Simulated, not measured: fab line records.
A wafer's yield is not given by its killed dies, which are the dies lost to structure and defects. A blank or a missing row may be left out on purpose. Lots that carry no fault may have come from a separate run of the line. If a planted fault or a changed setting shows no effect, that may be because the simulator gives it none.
fab line records	flow n5Finfet
record lots=6	wafers=18	lastDay=19
route steps=1938 shown DUMMY_GATE@247 SPACER0@258 BEOL_M4@1111 PASSIVATION@1936
lots untouched by any fault: they come from a run of this same line in which no faults occurred
startH: hours from the record's opening day to when the first of the lot's shown wafers began	waitH: time in hours since the lot's previous step	" as in the row above	L1.1+2: several wafers, shown together as one row	- no value, or no start was given	* or withheld: withheld	< > ~ a bound
route shown NAME@n: NAME is a module with steps in the file, n the number in the route of the first one	usual: the fault-free wafers' mean and standard deviation	same: alike in all rows	chamber/n: place in a boat	sites: per-site readings	_std_site: the values' standard deviation	_edge_site: mean of outer sites minus mean of inner sites	radiusMm: for every site, how far away it sits from the centre of the wafer	mask NAME#n: copy n	behind: the last tool/chamber to shape the wafer	hold: cause of the lot's hold/its duration in hours/its outcome	device: whichever transistor did not switch (one of n, p or np)	end of line: tests of these same wafers at the route's end	where a step has no rows: the recipe by itself	killed: the dies lost at the first sort to structure and to defects; this is not the yield of the wafer	map: dies across one wafer; x = killed, . = not, _ = none there
set.NAME: setting as actually run; set.NAME@STEP: the setting as run at that earlier step	model.NAME: the simulator's own value behind a step, which no gauge read
lots at selected steps of the route; one table per step, one row per wafer
services: from which hour (startH, from the record's first day; less than 0 if before it) a tool's chamber was out of use, for how many hours, and why
## steps
# step N5_DUMMY_GATE_ETCH_23
# recipe chemistry=HBr/Cl2/O2	HBr_flow_sccm=150	Cl2_flow_sccm=80	O2_flow_sccm=12	biasW=102	targetDepthA=410	timeS=22.3	target=poly-Si	maskMaterial=SiO2	pressureMtorr=10	icpW=800
# usual biasW=102.0/0.32	drypumpMotorCurrentA=5.7/0.34	heBacksideLeakSccm=2.9/0.41	oesProductAu=1.000/0.016	throttleValvePct=37.3/0.36
lot.wafer	tool	chamber	startH	waitH	biasW	drypumpMotorCurrentA	heBacksideLeakSccm	oesProductAu	rfHoursCounterH	throttleValvePct
L638.2	rieSi-06	2	60.99	0.0	102.3	5.7	3.8	0.988	155	36.7
L638.3	"	3	"	"	102.3	6.3	2.5	1.006	117	37.5
L638.6	"	1	"	"	102.1	5.7	3.0	0.984	-	37.8
L640.2	rieSi-03	2	73.65	0.0	102.1	5.1	3.0	0.986	146	37.0
L640.5	"	0	"	"	101.7	5.2	2.1	0.990	-	37.6
L640.6	"	1	"	"	102.6	5.3	2.4	1.000	-	37.2
L641.2	rieSi-02	0	80.01	0.0	101.8	5.6	2.5	1.025	6	37.1
L641.3	"	2	"	"	101.8	6.3	3.0	1.023	93	37.1
L641.5	"	3	"	"	102.0	5.4	2.8	0.996	-	37.5
L642.2	rieSi-06	2	83.19	0.0	102.0	5.7	3.9	0.987	156	36.7
L642.3	"	3	"	"	102.0	6.3	2.3	0.987	117	37.5
L642.5	"	1	"	"	102.0	5.7	3.0	0.991	-	37.8
L653.3	rieSi-06	2	149.32	0.0	102.2	5.7	3.6	0.959	157	36.7
L653.4	"	1	"	"	101.7	5.7	3.1	0.997	122	37.9
L653.5	"	3	"	"	102.3	6.3	2.5	0.995	-	37.5
L655.2	rieSi-03	1	164.20	0.0	102.5	5.2	2.6	1.015	151	37.2
L655.3	"	2	"	"	101.8	5.2	2.9	0.988	147	37.0
L655.5	"	2	"	"	101.8	5.2	2.7	0.986	-	37.0
# step N5_DUMMY_GATE_ETCH_44
# recipe chemistry=HBr/O2	overEtchFrac=0.7	targetDepthA=1275	stopOn=SiO2	ionEnergyEv=60	biasW=20	target=poly-Si	maskMaterial=SiO2	pressureMtorr=20	icpW=400	HBr_flow_sccm=120	O2_flow_sccm=10
# usual biasW=20.00/0.067	drypumpMotorCurrentA=5.7/0.35	heBacksideLeakSccm=2.9/0.46	oesProductAu=0.728/0.011	throttleValvePct=18.54/0.21
lot.wafer	tool	chamber	startH	waitH	biasW	drypumpMotorCurrentA	heBacksideLeakSccm	oesProductAu	rfHoursCounterH	throttleValvePct
L638.2	rieSi-06	2	61.04	0.0	20.09	5.6	3.6	0.719	155	18.21
L638.3	"	3	"	"	19.96	6.3	2.5	0.722	117	18.56
L638.6	"	1	"	"	20.00	5.7	3.0	0.722	-	18.78
L640.2	rieSi-03	2	73.71	0.0	20.01	5.1	2.9	0.720	146	18.26
L640.5	"	0	"	"	19.89	5.1	2.3	0.715	-	18.65
L640.6	"	1	"	"	20.13	5.3	2.5	0.716	-	18.43
L641.2	rieSi-02	0	80.07	0.0	20.04	5.7	2.5	0.741	6	18.51
L641.3	"	2	"	"	19.98	6.3	2.9	0.732	93	18.53
L641.5	"	3	"	"	20.06	5.4	2.8	0.746	-	18.91
L642.2	rieSi-06	2	83.25	0.0	19.96	5.7	3.9	0.739	156	18.21
L642.3	"	3	"	"	19.92	6.3	2.4	0.714	117	18.55
L642.5	"	1	"	"	20.03	5.7	2.9	0.719	-	18.78
L653.3	rieSi-06	2	149.37	0.0	20.06	5.7	4.0	0.726	157	18.20
L653.4	"	1	"	"	19.90	5.7	2.9	0.718	122	18.77
L653.5	"	3	"	"	20.02	6.3	2.4	0.723	-	18.56
L655.2	rieSi-03	1	164.25	0.0	19.99	5.2	2.5	0.748	151	18.44
L655.3	"	2	"	"	19.95	5.2	2.9	0.747	147	18.25
L655.5	"	2	"	"	19.91	5.1	2.8	0.732	-	18.26
# step N5_DUMMY_GATE_CD_MEAS_24
# recipe targetCdNm=15
# usual cdNm=15.2/0.42
lot.wafer	tool	chamber	startH	waitH	cdNm
L638.2	cdSem-01	-	61.16	0.1	15.5
L638.3	"	-	"	"	15.6
L638.6	"	-	"	"	15.2
L640.2	cdSem-02	-	73.82	0.1	15.0
L640.5	"	-	"	"	15.5
L640.6	"	-	"	"	15.0
L641.2	cdSem-01	-	80.18	0.1	14.7
L641.3	"	-	"	"	15.2
L641.5	"	-	"	"	16.1
L642.2	cdSem-03	-	83.36	0.1	14.9
L642.3	"	-	"	"	15.3
L642.5	"	-	"	"	15.5
L653.3	cdSem-02	-	149.49	0.1	14.9
L653.4	"	-	"	"	15.7
L653.5	"	-	"	"	15.9
L655.2	cdSem-03	-	164.37	0.1	15.6
L655.3	"	-	"	"	15.2
L655.5	"	-	"	"	14.9
# step N5_DUMMY_GATE_ETCH_42
# recipe chemistry=CHF3/O2	target=SiO2	targetDepthA=35	timeS=31	ionEnergyEv=30	biasW=12	pressureMtorr=30	sourceW=600	Ar_flow_sccm=200	CHF3_flow_sccm=50	O2_flow_sccm=5
# usual biasW=12.00/0.039	drypumpMotorCurrentA=5.8/0.42	oesProductAu=0.75/0.069	rfVppV=42.7/0.9	showerheadPlenumPTorr=2.41/0.083	throttleValvePct=18.93/0.25
lot.wafer	tool	chamber	startH	waitH	biasW	drypumpMotorCurrentA	oesProductAu	rfHoursCounterH	rfVppV	showerheadPlenumPTorr	throttleValvePct
L638.2	rieDiel-06	2	61.20	0.0	11.97	6.1	0.67	240	42.7	2.46	19.21
L638.3	"	1	"	"	12.00	6.5	0.79	136	42.5	2.41	19.07
L638.6	"	1	"	"	12.03	6.5	0.79	-	43.3	2.41	19.10
L640.2	rieDiel-02	0	73.90	0.1	11.97	6.1	0.72	215	44.1	2.49	18.61
L640.5	"	3	"	"	12.04	5.3	0.99	-	41.9	2.46	18.97
L640.6	"	0	"	"	11.99	6.1	0.73	-	42.5	2.49	18.58
L641.2	rieDiel-02	0	80.26	0.1	12.04	6.2	0.72	217	42.9	2.49	18.59
L641.3	"	3	"	"	12.04	5.2	0.97	7	43.1	2.46	18.97
L641.5	"	2	"	"	12.02	5.3	0.84	-	42.8	2.35	18.77
L642.2	rieDiel-06	3	83.41	0.0	12.10	6.0	0.72	168	45.0	2.32	19.05
L642.3	"	1	"	"	12.03	6.5	0.79	-	43.4	2.41	19.11
L642.5	"	3	"	"	12.03	6.0	0.72	-	43.0	2.32	19.05
L653.3	rieDiel-06	1	149.53	0.0	12.01	6.5	0.76	165	43.2	2.40	19.14
L653.4	"	0	"	"	11.99	5.3	0.78	112	42.4	2.23	18.96
L653.5	"	0	"	"	12.00	5.3	0.78	-	41.5	2.23	18.99
L655.2	rieDiel-06	3	164.41	0.0	12.03	6.0	0.71	192	41.3	2.31	19.09
L655.3	"	2	"	"	11.96	6.1	0.95	6	44.4	2.45	18.83
L655.5	"	3	"	"	12.00	6.0	0.71	-	44.0	2.31	19.08
# step N5_DUMMY_GATE_STRIP_48
# recipe chemistry=N2/H2	timeS=20	powerW=100	tempC=40	pressureMtorr=100	rfFrequencyHz=6e+07	biasPowerW=3	n2FlowSccm=300	h2FlowSccm=300
# step N5_DUMMY_GATE_PRECLEAN_33
# recipe chemistry=dHF	timeS=10	dilution=750:1	tempC=25
# step N5_DUMMY_GATE_PRECLEAN_25
# recipe chemistry=O3/DIW	timeS=45	tempC=22	o3Ppm=10
# step N5_DUMMY_GATE_PRECLEAN_51
# recipe chemistry=SC2	timeS=45	tempC=35	mix=1:1:50
# step N5_DUMMY_GATE_SRD_26
# recipe dry=ipaMarangoni	timeS=30	tempC=23	rinseLiquid=diw
# step N5_DUMMY_GATE_UV_OZONE_45
# recipe timeS=120	pressureTorr=760	tempC=25
# step N5_DUMMY_GATE_INSPECT_27
# recipe inspectInstrument=brightfield	mode=aei
# usual rawDefectCount=316/75
lot.wafer	tool	chamber	startH	waitH	rawDefectCount
L638.2	defectInspect-01	-	61.44	0.0	205
L638.3	"	-	"	"	244
L638.6	"	-	"	"	284
L640.2	defectInspect-02	-	74.13	0.0	269
L640.5	"	-	"	"	279
L640.6	"	-	"	"	300
L641.2	defectInspect-02	-	80.49	0.0	249
L641.3	"	-	"	"	181
L641.5	"	-	"	"	260
L642.2	defectInspect-02	-	83.70	0.0	360
L642.3	"	-	"	"	258
L642.5	"	-	"	"	253
L653.3	defectInspect-01	-	149.77	0.0	353
L653.4	"	-	"	"	329
L653.5	"	-	"	"	255
L655.2	defectInspect-02	-	164.65	0.0	338
L655.3	"	-	"	"	303
L655.5	"	-	"	"	461
# step N5_SPACER0_ALD_07
# recipe material=SiNx	targetThkA=20	tempC=400	aldPrecursorFamily=SiH2I2	aldCoReactant=N2/H2-plasma	pressureTorr=2
# usual chamberPressureTorr=2.000/0.0045	heaterPowerW=859/85	susceptorTempC=399.97/0.23
lot.wafer	tool	chamber	startH	waitH	chamberPressureTorr	heaterPowerW	susceptorTempC
L638.2	aldSin-02	0	61.48	0.0	2.000	812	400.06
L638.3	"	2	"	"	2.013	816	400.07
L638.6	"	2	"	"	2.009	842	399.97
L640.2	aldSin-02	2	74.17	0.0	1.993	841	400.02
L640.5	"	3	"	"	1.999	872	400.20
L640.6	"	2	"	"	1.997	825	399.86
L641.2	aldSin-02	1	80.53	0.0	1.994	823	400.10
L641.3	"	2	"	"	2.000	847	399.87
L641.5	"	3	"	"	1.994	869	400.01
L642.2	aldSin-01	1	85.07	1.4	2.004	952	400.19
L642.3	"	2	"	"	1.995	825	399.81
L642.5	"	2	"	"	1.994	843	399.76
L653.3	aldSin-04	2	149.80	0.0	2.005	989	399.90
L653.4	"	0	"	"	2.006	743	399.82
L653.5	"	3	"	"	2.002	891	400.00
L655.2	aldSin-01	3	164.68	0.0	2.003	887	400.26
L655.3	"	2	"	"	2.006	821	399.82
L655.5	"	3	"	"	2.002	873	400.22
# step N5_SPACER0_ALD_00
# recipe material=SiOCN	targetThkA=35	tempC=400	aldPrecursorFamily=alkyl-aminosilane	aldCoReactant=O2/N2-plasma	pulseTimeS=3	purgeTimeS=2	coReactantPurgeTimeS=2	aldCycles=58	pressureTorr=2
# usual aldCycles=58/0	chamberPressureTorr=2.000/0.0042	heaterPowerW=856/86	precursorPulseHeightRel=0.997/0.021	susceptorTempC=399.97/0.21
# same purgeTimeS=2
lot.wafer	tool	chamber	startH	waitH	aldCycles	chamberPressureTorr	heaterPowerW	precursorPulseHeightRel	susceptorTempC
L638.2	aldSin-02	0	61.63	0.1	58	1.998	792	1.010	399.75
L638.3	"	2	"	"	58	2.000	842	1.012	399.74
L638.6	"	2	"	"	58	1.993	837	0.996	399.73
L640.2	aldSin-02	2	74.32	0.1	58	2.000	816	1.003	400.09
L640.5	"	3	"	"	55	2.005	849	0.996	399.55
L640.6	"	2	"	"	55	1.998	821	0.991	400.14
L641.2	aldSin-02	1	80.68	0.1	58	2.001	828	1.001	400.06
L641.3	"	2	"	"	58	2.000	821	1.018	400.19
L641.5	"	3	"	"	55	2.007	838	1.021	400.03
L642.2	aldSin-01	1	85.23	0.1	58	1.999	963	1.007	400.13
L642.3	"	2	"	"	58	2.005	799	0.981	399.67
L642.5	"	2	"	"	58	2.012	817	1.017	399.69
L653.3	aldSin-04	2	149.96	0.1	58	2.000	1001	0.994	399.92
L653.4	"	0	"	"	58	2.000	760	1.017	399.92
L653.5	"	3	"	"	58	1.999	889	1.001	400.09
L655.2	aldSin-01	3	164.84	0.1	58	1.996	882	1.020	400.01
L655.3	"	2	"	"	58	1.998	828	0.993	399.93
L655.5	"	3	"	"	58	1.997	873	0.996	399.53
# step N5_SPACER0_ALD_08
# recipe material=SiNx	targetThkA=20	tempC=400	aldPrecursorFamily=SiH2I2	aldCoReactant=N2/H2-plasma	pressureTorr=2
# usual chamberPressureTorr=2.000/0.0049	heaterPowerW=857/87	susceptorTempC=400.00/0.23
lot.wafer	tool	chamber	startH	waitH	chamberPressureTorr	heaterPowerW	susceptorTempC
L638.2	aldSin-02	0	61.89	0.1	1.996	794	399.54
L638.3	"	2	"	"	1.984	822	399.56
L638.6	"	2	"	"	2.004	823	399.63
L640.2	aldSin-02	2	74.58	0.1	2.006	838	400.00
L640.5	"	3	"	"	1.997	841	400.21
L640.6	"	2	"	"	1.991	849	399.76
L641.2	aldSin-02	1	80.94	0.1	1.995	848	399.85
L641.3	"	2	"	"	1.997	852	400.02
L641.5	"	3	"	"	1.997	857	400.18
L642.2	aldSin-01	1	85.48	0.1	1.994	950	399.31
L642.3	"	2	"	"	1.997	817	399.79
L642.5	"	2	"	"	1.999	812	399.84
L653.3	aldSin-04	2	150.21	0.1	2.009	987	399.89
L653.4	"	0	"	"	1.999	739	400.25
L653.5	"	3	"	"	2.001	870	399.57
L655.2	aldSin-01	3	165.09	0.1	2.005	871	399.99
L655.3	"	2	"	"	2.003	821	400.28
L655.5	"	3	"	"	2.005	867	399.87
# step N5_BEOL_M4_RC_MEAS_101
# usual DIBL_N=35.8/1.7	DIBL_P=35.3/2	IOFF_N=0.150/0.026	IOFF_P=0.194/0.029	ION_N=667/11	ION_P=456/7.1	SS_N=71.4/0.65	SS_P=73.1/0.64	VT_N=251/3	VT_P=-252/3.2
lot.wafer	tool	chamber	startH	waitH	DIBL_N[mV/V]	DIBL_P[mV/V]	IOFF_N[nA/um]	IOFF_P[nA/um]	ION_N[uA/um]	ION_P[uA/um]	SS_N[mV/dec]	SS_P[mV/dec]	VT_N[mV]	VT_P[mV]
L638.2	prober-02	0	224.13	0.2	36.6	36.3	0.150	0.207	657	454	70.9	72.7	251	-250
L638.3	"	0	"	"	36.6	35.7	0.155	0.195	669	455	71.6	73.1	248	-253
L638.6	"	0	"	"	37.6	37.1	0.176	0.219	673	456	71.3	73.2	247	-250
L640.2	prober-02	0	244.41	0.2	37.8	36.6	0.176	0.210	681	463	71.4	73.4	250	-248
L640.5	"	0	"	"	37.9	36.4	0.175	0.218	669	459	71.3	72.5	247	-249
L640.6	"	0	"	"	37.9	37.1	0.176	0.220	680	460	72.3	73.5	250	-249
L641.2	prober-02	0	248.22	0.2	36.9	37.5	0.171	0.218	673	463	71.9	73.5	247	-251
L641.3	"	0	"	"	34.6	34.5	0.138	0.170	675	460	71.3	73.3	252	-254
L641.5	"	0	"	"	31.9	31.1	0.100	0.138	663	453	70.9	72.1	256	-255
L642.2	prober-02	0	260.58	0.2	37.2	38.2	0.161	0.218	662	455	71.8	73.8	250	-253
L642.3	"	0	"	"	37.9	36.9	0.166	0.202	673	454	72.3	73.5	251	-254
L642.5	"	0	"	"	36.1	36.6	0.150	0.195	670	454	71.4	73.7	251	-254
L653.3	prober-01	0	328.23	0.5	39.4	37.0	0.190	0.205	678	460	71.7	73.9	249	-251
L653.4	"	0	"	"	36.6	35.6	0.147	0.191	652	451	70.9	72.9	251	-254
L653.5	"	0	"	"	35.1	33.1	0.126	0.163	663	454	71.0	72.5	253	-252
L655.2	prober-01	0	335.98	0.2	36.6	34.0	0.167	0.213	659	461	72.4	72.8	251	-246
L655.3	"	0	"	"	36.7	35.4	0.170	0.237	670	461	72.0	73.1	248	-247
L655.5	"	0	"	"	36.9	34.7	0.158	0.221	659	455	72.4	73.7	252	-248
# step N5_PASSIVATION_PROBE_49
# usual defectLimitedYield=91.5/1.4	killed_at_M0_to_M3=34/11	killed_at_M4_up=15/6	killedAtContacts=11/5.9	killedAtFrontEnd=37/11	killedAtOther=3.6/2.9	killedDies=101/17	killedOpen=66/12	killedShort=33/7.8	sort_bin_5_function=5.0/0.97	sort_bin_6_memory=3.2/0.65	sortNPass=1079/17	sortYieldPct=91.4/1.4
# same grossDies=1180	killedAtBackSide=0	sort_bin_4_leakage[%]=0	sort_bin_8_speed[%]=0
lot.wafer	tool	chamber	startH	waitH	defectLimitedYield[%]	killed_at_M0_to_M3	killed_at_M4_up	killedAtContacts	killedAtFrontEnd	killedAtOther	killedDies	killedOpen	killedShort	sort_bin_5_function[%]	sort_bin_6_memory[%]	sortNPass	sortYieldPct[%]
L640.2	prober-01	-	349.37	0.1	90.7	60	20	4	25	1	110	68	42	4.9	3.9	1070	90.7
L640.5	prober-01	-	349.52	0.2	91.4	46	16	10	30	0	102	63	35	5.5	3.1	1078	91.4
L640.6	prober-01	-	349.57	0.3	91.1	51	14	7	28	5	105	60	45	4.7	4.1	1075	91.1
# killed by level:class
L640.2 BEOL_M0_SAQP:geometricParticle:short=18 BEOL_M0_SAQP:geometricParticle:open=13 BEOL_M3:geometricParticle:open=12 BEOL_M4:geometricParticle:open=11 FIN_SAQP:geometricParticle:short=7 FIN_SAQP:geometricParticle:open=5 BEOL_M1:geometricParticle:open=5 BEOL_M2:geometricParticle:open=5
L640.5 BEOL_M0_SAQP:geometricParticle:short=15 STI_FIN_REVEAL:geometricParticle:open=10 BEOL_M3:geometricParticle:open=10 MOL_CONTACT_COAG:geometricParticle:open=7 FIN_SAQP:geometricParticle:short=6 BEOL_M0_SAQP:geometricParticle:open=6 BEOL_M2:geometricParticle:open=6 BEOL_M4:geometricParticle:open=6
L640.6 BEOL_M0_SAQP:geometricParticle:short=19 BEOL_M3:geometricParticle:open=13 BEOL_M0_SAQP:geometricParticle:open=10 MOL_CONTACT_COAG:geometricParticle:open=7 BEOL_M4:geometricParticle:open=6 STARTING-WAFER:geometricParticle:short=6 FIN_SAQP:geometricParticle:open=5 FIN_SAQP:geometricParticle:short=5
## services
tool	chamber	startH	hours	kind
rieDiel-06	3	41.17	1.7	repair
rieDiel-02	3	49.74	-	clean
rieDiel-02	3	49.74	-	consumableReplace:focusRing
rieDiel-02	3	49.74	12.9	scheduledDown
rieDiel-02	3	49.74	12.9	ventCycle
rieDiel-06	0	57.25	43.9	repair
rieSi-02	0	73.47	6.2	repair
rieDiel-06	2	76.37	23.5	repair
aldSin-02	0	78.91	3.3	repair
aldSin-01	-	85.61	14.0	pm
aldSin-01	0	85.61	14.0	ventCycle
aldSin-01	1	85.61	14.0	ventCycle
aldSin-01	2	85.61	14.0	ventCycle
aldSin-01	3	85.61	14.0	ventCycle
aldSin-01	0	99.61	-	clean
aldSin-01	1	99.61	-	clean
aldSin-01	2	99.61	-	clean
aldSin-01	3	99.61	-	clean
rieDiel-06	0	117.80	3.6	repair
rieDiel-06	2	121.62	-	clean
rieDiel-06	2	121.62	-	consumableReplace:focusRing
rieDiel-06	2	121.62	13.3	scheduledDown
rieDiel-06	2	121.62	13.3	ventCycle
rieDiel-02	-	145.67	1.1	repair
## key
firstSign step=N5_SPACER0_ALD_00	reading=aldCycles	direction=down	sigmas=99+	usual=*	struck=*
effect none on later readings
metAt N5_SPACER0_ALD_00
struckWafers L640.5,L640.6,L641.5
onsetBetween 61.63 74.32
fault kind=processParameterDrift	tool=aldSin-02	chamber=-	onsetH=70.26	steps=N5_SPACER0_ALD_00	channel=aldCycles	offset=*	shape=step	endH=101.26	scope=struckWafersOnly	actsIn=*	stated=*
